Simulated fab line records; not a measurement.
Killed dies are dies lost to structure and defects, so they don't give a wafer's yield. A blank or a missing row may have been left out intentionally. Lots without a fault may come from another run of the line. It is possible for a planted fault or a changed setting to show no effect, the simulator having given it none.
Split-lot experiment :: flow n5_finfet :: 7 lots, 39 wafers read, on a route of 1938 steps

== ON THE SPLIT ==
At N5_MIM_BOT_SPUTTER_00 (material TiN, target thk 35 nm, time 89.7 s), the setting target_thk_a was moved away from the recipe's 350 angstrom on 12 of the 39 wafers read, by -47.6% to +39.7%. This setting was run at the recipe's value on the other wafers.

The reading comes from the split's own step.

== THE READING ==
TiN_of_MIM_BOT_SPUTTER_00.thk_nm (the simulator's own value, which no gauge read), in nm, at N5_MIM_BOT_SPUTTER_00 (material TiN, target thk 35 nm, time 89.7 s). The file does not state a usual value for it. Here, 27 wafers ran the recipe; their average is 35.1 nm with a standard deviation of 0.34 nm.

wafer: L075.1
tool, chamber at the split: pvd_sputter-02, -
target_thk_a as run, angstrom: 488.8
against the recipe: +39.7%
TiN_of_MIM_BOT_SPUTTER_00.thk_nm, nm: 49
against lot-mates on the recipe: +13.9

wafer: L075.2
tool, chamber at the split: pvd_sputter-02, -
target_thk_a as run, angstrom: 488.8
against the recipe: +39.7%
TiN_of_MIM_BOT_SPUTTER_00.thk_nm, nm: 49
against lot-mates on the recipe: +13.9

wafer: L075.3
tool, chamber at the split: pvd_sputter-02, -
target_thk_a as run, angstrom: 488.8
against the recipe: +39.7%
TiN_of_MIM_BOT_SPUTTER_00.thk_nm, nm: 49.2
against lot-mates on the recipe: +14.1

wafer: L075.4
tool, chamber at the split: pvd_sputter-02, -
target_thk_a as run, angstrom: 350
against the recipe: recipe
TiN_of_MIM_BOT_SPUTTER_00.thk_nm, nm: 35
against lot-mates on the recipe: -

wafer: L075.6
tool, chamber at the split: pvd_sputter-02, -
target_thk_a as run, angstrom: 350
against the recipe: recipe
TiN_of_MIM_BOT_SPUTTER_00.thk_nm, nm: 35
against lot-mates on the recipe: -

wafer: L075.5
tool, chamber at the split: pvd_sputter-02, -
target_thk_a as run, angstrom: 350
against the recipe: recipe
TiN_of_MIM_BOT_SPUTTER_00.thk_nm, nm: 35.2
against lot-mates on the recipe: -

wafer: L078.1
tool, chamber at the split: pvd_sputter-03, -
target_thk_a as run, angstrom: 350
against the recipe: recipe
TiN_of_MIM_BOT_SPUTTER_00.thk_nm, nm: 34.8
against lot-mates on the recipe: -

wafer: L078.3
tool, chamber at the split: pvd_sputter-03, -
target_thk_a as run, angstrom: 350
against the recipe: recipe
TiN_of_MIM_BOT_SPUTTER_00.thk_nm, nm: 35.6
against lot-mates on the recipe: -

wafer: L078.4
tool, chamber at the split: pvd_sputter-03, -
target_thk_a as run, angstrom: 350
against the recipe: recipe
TiN_of_MIM_BOT_SPUTTER_00.thk_nm, nm: 35
against lot-mates on the recipe: -

wafer: L082.1
tool, chamber at the split: pvd_sputter-03, -
target_thk_a as run, angstrom: 183.5
against the recipe: -47.6%
TiN_of_MIM_BOT_SPUTTER_00.thk_nm, nm: 19.2
against lot-mates on the recipe: -16.4

wafer: L082.2
tool, chamber at the split: pvd_sputter-03, -
target_thk_a as run, angstrom: 183.5
against the recipe: -47.6%
TiN_of_MIM_BOT_SPUTTER_00.thk_nm, nm: 18.8
against lot-mates on the recipe: -16.8

wafer: L082.3
tool, chamber at the split: pvd_sputter-03, -
target_thk_a as run, angstrom: 350
against the recipe: recipe
TiN_of_MIM_BOT_SPUTTER_00.thk_nm, nm: 36
against lot-mates on the recipe: -

wafer: L082.4
tool, chamber at the split: pvd_sputter-03, -
target_thk_a as run, angstrom: 183.5
against the recipe: -47.6%
TiN_of_MIM_BOT_SPUTTER_00.thk_nm, nm: 18.4
against lot-mates on the recipe: -17.2

wafer: L082.5
tool, chamber at the split: pvd_sputter-03, -
target_thk_a as run, angstrom: 350
against the recipe: recipe
TiN_of_MIM_BOT_SPUTTER_00.thk_nm, nm: 35.6
against lot-mates on the recipe: -

wafer: L082.6
tool, chamber at the split: pvd_sputter-03, -
target_thk_a as run, angstrom: 350
against the recipe: recipe
TiN_of_MIM_BOT_SPUTTER_00.thk_nm, nm: 35.2
against lot-mates on the recipe: -

wafer: L081.1
tool, chamber at the split: pvd_sputter-03, -
target_thk_a as run, angstrom: 350
against the recipe: recipe
TiN_of_MIM_BOT_SPUTTER_00.thk_nm, nm: 35.4
against lot-mates on the recipe: -

wafer: L081.4
tool, chamber at the split: pvd_sputter-03, -
target_thk_a as run, angstrom: 350
against the recipe: recipe
TiN_of_MIM_BOT_SPUTTER_00.thk_nm, nm: 35.4
against lot-mates on the recipe: -

wafer: L081.2
tool, chamber at the split: pvd_sputter-03, -
target_thk_a as run, angstrom: 209
against the recipe: -40.3%
TiN_of_MIM_BOT_SPUTTER_00.thk_nm, nm: 21
against lot-mates on the recipe: -14.3

wafer: L081.3
tool, chamber at the split: pvd_sputter-03, -
target_thk_a as run, angstrom: 209
against the recipe: -40.3%
TiN_of_MIM_BOT_SPUTTER_00.thk_nm, nm: 21
against lot-mates on the recipe: -14.3

wafer: L081.5
tool, chamber at the split: pvd_sputter-03, -
target_thk_a as run, angstrom: 209
against the recipe: -40.3%
TiN_of_MIM_BOT_SPUTTER_00.thk_nm, nm: 21.2
against lot-mates on the recipe: -14.1

wafer: L081.6
tool, chamber at the split: pvd_sputter-03, -
target_thk_a as run, angstrom: 350
against the recipe: recipe
TiN_of_MIM_BOT_SPUTTER_00.thk_nm, nm: 35.2
against lot-mates on the recipe: -

wafer: L087.1
tool, chamber at the split: pvd_sputter-03, -
target_thk_a as run, angstrom: 350
against the recipe: recipe
TiN_of_MIM_BOT_SPUTTER_00.thk_nm, nm: 34.8
against lot-mates on the recipe: -

wafer: L087.5
tool, chamber at the split: pvd_sputter-03, -
target_thk_a as run, angstrom: 350
against the recipe: recipe
TiN_of_MIM_BOT_SPUTTER_00.thk_nm, nm: 34.8
against lot-mates on the recipe: -

wafer: L087.2
tool, chamber at the split: pvd_sputter-03, -
target_thk_a as run, angstrom: 256.3
against the recipe: -26.8%
TiN_of_MIM_BOT_SPUTTER_00.thk_nm, nm: 25.8
against lot-mates on the recipe: -9.1

wafer: L087.3
tool, chamber at the split: pvd_sputter-03, -
target_thk_a as run, angstrom: 256.3
against the recipe: -26.8%
TiN_of_MIM_BOT_SPUTTER_00.thk_nm, nm: 25
against lot-mates on the recipe: -9.9

wafer: L087.4
tool, chamber at the split: pvd_sputter-03, -
target_thk_a as run, angstrom: 350
against the recipe: recipe
TiN_of_MIM_BOT_SPUTTER_00.thk_nm, nm: 35.2
against lot-mates on the recipe: -

wafer: L087.6
tool, chamber at the split: pvd_sputter-03, -
target_thk_a as run, angstrom: 256.3
against the recipe: -26.8%
TiN_of_MIM_BOT_SPUTTER_00.thk_nm, nm: 25.2
against lot-mates on the recipe: -9.7

wafer: L096.1
tool, chamber at the split: pvd_sputter-03, -
target_thk_a as run, angstrom: 350
against the recipe: recipe
TiN_of_MIM_BOT_SPUTTER_00.thk_nm, nm: 35.4
against lot-mates on the recipe: -

wafer: L096.4
tool, chamber at the split: pvd_sputter-03, -
target_thk_a as run, angstrom: 350
against the recipe: recipe
TiN_of_MIM_BOT_SPUTTER_00.thk_nm, nm: 35.4
against lot-mates on the recipe: -

wafer: L096.2
tool, chamber at the split: pvd_sputter-03, -
target_thk_a as run, angstrom: 350
against the recipe: recipe
TiN_of_MIM_BOT_SPUTTER_00.thk_nm, nm: 34.8
against lot-mates on the recipe: -

wafer: L096.3
tool, chamber at the split: pvd_sputter-03, -
target_thk_a as run, angstrom: 350
against the recipe: recipe
TiN_of_MIM_BOT_SPUTTER_00.thk_nm, nm: 34.8
against lot-mates on the recipe: -

wafer: L096.5
tool, chamber at the split: pvd_sputter-03, -
target_thk_a as run, angstrom: 350
against the recipe: recipe
TiN_of_MIM_BOT_SPUTTER_00.thk_nm, nm: 34.4
against lot-mates on the recipe: -

wafer: L096.6
tool, chamber at the split: pvd_sputter-03, -
target_thk_a as run, angstrom: 350
against the recipe: recipe
TiN_of_MIM_BOT_SPUTTER_00.thk_nm, nm: 35.2
against lot-mates on the recipe: -

wafer: L097.1
tool, chamber at the split: pvd_sputter-03, -
target_thk_a as run, angstrom: 350
against the recipe: recipe
TiN_of_MIM_BOT_SPUTTER_00.thk_nm, nm: 35.2
against lot-mates on the recipe: -

wafer: L097.3
tool, chamber at the split: pvd_sputter-03, -
target_thk_a as run, angstrom: 350
against the recipe: recipe
TiN_of_MIM_BOT_SPUTTER_00.thk_nm, nm: 35.2
against lot-mates on the recipe: -

wafer: L097.2
tool, chamber at the split: pvd_sputter-03, -
target_thk_a as run, angstrom: 350
against the recipe: recipe
TiN_of_MIM_BOT_SPUTTER_00.thk_nm, nm: 35
against lot-mates on the recipe: -

wafer: L097.4
tool, chamber at the split: pvd_sputter-03, -
target_thk_a as run, angstrom: 350
against the recipe: recipe
TiN_of_MIM_BOT_SPUTTER_00.thk_nm, nm: 34.6
against lot-mates on the recipe: -

wafer: L097.5
tool, chamber at the split: pvd_sputter-03, -
target_thk_a as run, angstrom: 350
against the recipe: recipe
TiN_of_MIM_BOT_SPUTTER_00.thk_nm, nm: 34.8
against lot-mates on the recipe: -

wafer: L097.6
tool, chamber at the split: pvd_sputter-03, -
target_thk_a as run, angstrom: 350
against the recipe: recipe
TiN_of_MIM_BOT_SPUTTER_00.thk_nm, nm: 34.8
against lot-mates on the recipe: -

THE FIT
A straight line over all 39 wafers: TiN_of_MIM_BOT_SPUTTER_00.thk_nm changes by +0.349 nm for each +1% of target_thk_a; r = +1.00; the points scatter about the line by 0.36 nm.
The same after taking each lot's own level away (the mean of its wafers on the recipe; 39 wafers): +0.354 nm for each +1%; r = +1.00; scatter 0.27 nm.
Per that fit: largest target_thk_a move, reading shift of 17 nm.
The span of the lots' own levels, 34.93 to 35.60 nm, comes to 2.0 times the standard deviation stated above.
So the lot-to-lot level changes the slope little: the two slopes agree.
Check: for one of the wafers moved furthest among these (-47.6%), held out of the fit, the line's prediction against its lot-mates is -16.9 nm. Against them it came out at -16.4 nm.

== THE OTHER SPLITS THESE WAFERS WENT THROUGH ==
Before the reading, these wafers also passed through other splits. Each is held against what the fit with the lots' levels taken away leaves over:
other split on the same wafers: N5_BEOL_M13_ILD_DEP_00 time_s
wafers away from the commonest value: 18
r with TiN_of_MIM_BOT_SPUTTER_00.thk_nm (lot level and that fit taken away): +0.16

other split on the same wafers: N5_BEOL_M13_SPUTTER_43 target_thk_a
wafers away from the commonest value: 12
r with TiN_of_MIM_BOT_SPUTTER_00.thk_nm (lot level and that fit taken away): +0.08

== FILE'S OWN FIT ==
TiN_of_MIM_BOT_SPUTTER_00.thk_nm changes by +0.354 nm for each +1% of target_thk_a, r = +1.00.
